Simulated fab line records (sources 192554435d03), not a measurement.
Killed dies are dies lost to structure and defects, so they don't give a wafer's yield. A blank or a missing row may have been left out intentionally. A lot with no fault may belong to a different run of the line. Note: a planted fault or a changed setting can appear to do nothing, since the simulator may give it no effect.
A struck lot beside a sound one	flow n5_finfet	16 out of 1938 route steps
Sound: these wafers, L169.1, L169.4, L169.6. Struck: wafer L172.6 (left out: L172.1, L172.4 of the same lot, which were not struck); the cause appears at the end.
Each step with rows lists, per side, the tool, then ch with its chambers, then its first start. Under that, the readings that differ: sound wafers	struck wafers	difference of the means	sigmas: that difference in standard deviations of wafers without a fault.
alike: readings with means less than 2 such deviations apart, plus words and numbers identical on both sides. not compared: withheld readings, readings lacking a value on some wafer, bounds such as >300 that could conceal the same value, and numbers that have no deviation in the record and whose values overlap.
Wherever a step has rows on one side only, a row that says differs or no value, or a row with sigmas, the two part there. Non-overlapping numbers with no deviation appear without sigmas and do not part them. A reading that every wafer of one side lacks parts them only if that side has two wafers or more.

N5_SDB_OVL_MEAS_12:
  sound on overlay-01 ch 0, day 4 08:57; struck on overlay-02 ch 0, day 5 00:10
  alike: SDB_OVL
N5_SDB_INSPECT_13: inspects for defects (brightfield).
  sound on defect_inspect-01 at day 4 08:58; struck on defect_inspect-02 at day 5 00:12
  alike: raw_defect_count
then, 2 steps without rows for these wafers: N5_SDB_DESCUM_16 (chemistry O2, time 7.9 s); N5_SDB_ETCH_17 (etches SiARC in CF4, target depth 23.4 nm, time 39 s).
N5_SDB_ETCH_18: etches SOC in N2/H2, target depth 100 nm, overetch 20 nm, time 150 s.
  sound on rie_diel-03 ch 1,2,3, day 4 09:04; struck on rie_diel-04 ch 0, day 5 00:18
  alike: chamber_pressure_mTorr, drypump_motor_current_A, oes_product_au, rf_vpp_V, showerhead_plenum_p_Torr, throttle_valve_pct
  not compared: rf_hours_counter_h
then, 1 step without rows for these wafers: N5_SDB_STRIP_19 (strips in N2/H2).
N5_SDB_STRIP_21: strips in CF4.
  sound on rie_diel-03 ch 1,2,3, day 4 09:13; struck on rie_diel-04 ch 0, day 5 00:26
  alike: chamber_pressure_mTorr, drypump_motor_current_A, oes_product_au, rf_vpp_V, showerhead_plenum_p_Torr, throttle_valve_pct
  not compared: rf_hours_counter_h
N5_SDB_HM_OPEN_20: chemistry CH3F/O2, target SiNx, stops on poly-Si, target depth 24 nm.
  sound on rie_diel-03 ch 1,2,3, day 4 09:14; struck on rie_diel-04 ch 0, day 5 00:28
reading	sound	struck	difference	sigmas
rf_vpp_V (V)	296 305 305	291	-11	-2
  alike: chamber_pressure_mTorr, drypump_motor_current_A, oes_product_au, showerhead_plenum_p_Torr, throttle_valve_pct
  not compared: rf_hours_counter_h
N5_SDB_STRIP_22: strips in N2/H2.
  sound on plasma_asher-02 ch 0,1, day 4 09:19; struck on plasma_asher-01 ch 1, day 5 00:32
  alike: drypump_motor_current_A, heater_power_w, oes_product_au, strip_time_to_endpoint_s
  not compared: rf_hours_counter_h
then, 2 steps without rows for these wafers: N5_SDB_PRECLEAN_23 (cleans in dHF, time 30 s); N5_SDB_DUMMY_REMOVE_24 (chemistry TMAH, target poly-Si, stops on SiO2, target depth 142 nm, time 57 s, rinse time 30 s).
N5_SDB_ETCH_25: etches SiO2 in C4F6/O2, target depth 10 nm, time 3.3 s.
  sound on rie_diel-06 ch 0,1, day 4 09:32; struck on rie_diel-06 ch 2, day 5 00:46
  alike: chamber_pressure_mTorr, drypump_motor_current_A, oes_product_au, rf_vpp_V, showerhead_plenum_p_Torr, throttle_valve_pct
  not compared: rf_hours_counter_h
N5_SDB_CUT_ETCH_26: etches Si in HBr/Cl2/O2, target depth 129.6 nm, bt time 20 s, time 51.8 s.
  sound on rie_si-06 ch 0,2,3, day 4 09:37; struck on rie_si-01 ch 0, day 5 00:50
reading	sound	struck	difference	sigmas
model.SDB.feature_depth_nm (nm)	128.6 134 128.4	108.4	-21.9	
model.etch.depth_nm (nm)	128.5 134 128.4	108.5	-21.8	
model.SiNx_of_SDB_HM_DEP_00.thk_nm (nm)	21.4 22 22.4	24.4	+2.5	
  alike: chamber_pressure_mTorr, drypump_motor_current_A, oes_product_au, throttle_valve_pct
  not compared: rf_hours_counter_h
N5_SDB_PRECLEAN_38: cleans in dHF, time 10 s.
  sound on wet_bench-02 ch 3,5,7, day 4 09:44; struck on wet_bench-02 ch 4, day 5 00:58
reading	sound	struck	difference	sigmas
model.SiNx_of_SDB_HM_DEP_00.thk_nm (nm)	21.4 21.8 22.2	24.4	+2.6	
then, 1 step without rows for these wafers: N5_SDB_PRECLEAN_39 (cleans in O3/DIW, time 45 s).
-- the record jumps here: 6 days lie between the struck wafers' starts before and after (it left off in module SDB and takes up again in module BEOL_M4, whose first step shown is number 1111 of the route) --
N5_BEOL_M4_RC_MEAS_101:
  sound on prober-01 ch 0, day 9 10:23; struck on prober-02 ch 0, day 10 20:44
  alike: DIBL_N, DIBL_P, IOFF_N, IOFF_P, ION_N, ION_P, SS_N, SS_P, VT_N, VT_P

== WHERE THEY PART ==
Only at N5_SDB_HM_OPEN_20, within this record. Later steps at which nothing parts them and some readings are alike: N5_SDB_STRIP_22, N5_SDB_ETCH_25, N5_SDB_CUT_ETCH_26, N5_BEOL_M4_RC_MEAS_101.

WHY: what the simulator had put in
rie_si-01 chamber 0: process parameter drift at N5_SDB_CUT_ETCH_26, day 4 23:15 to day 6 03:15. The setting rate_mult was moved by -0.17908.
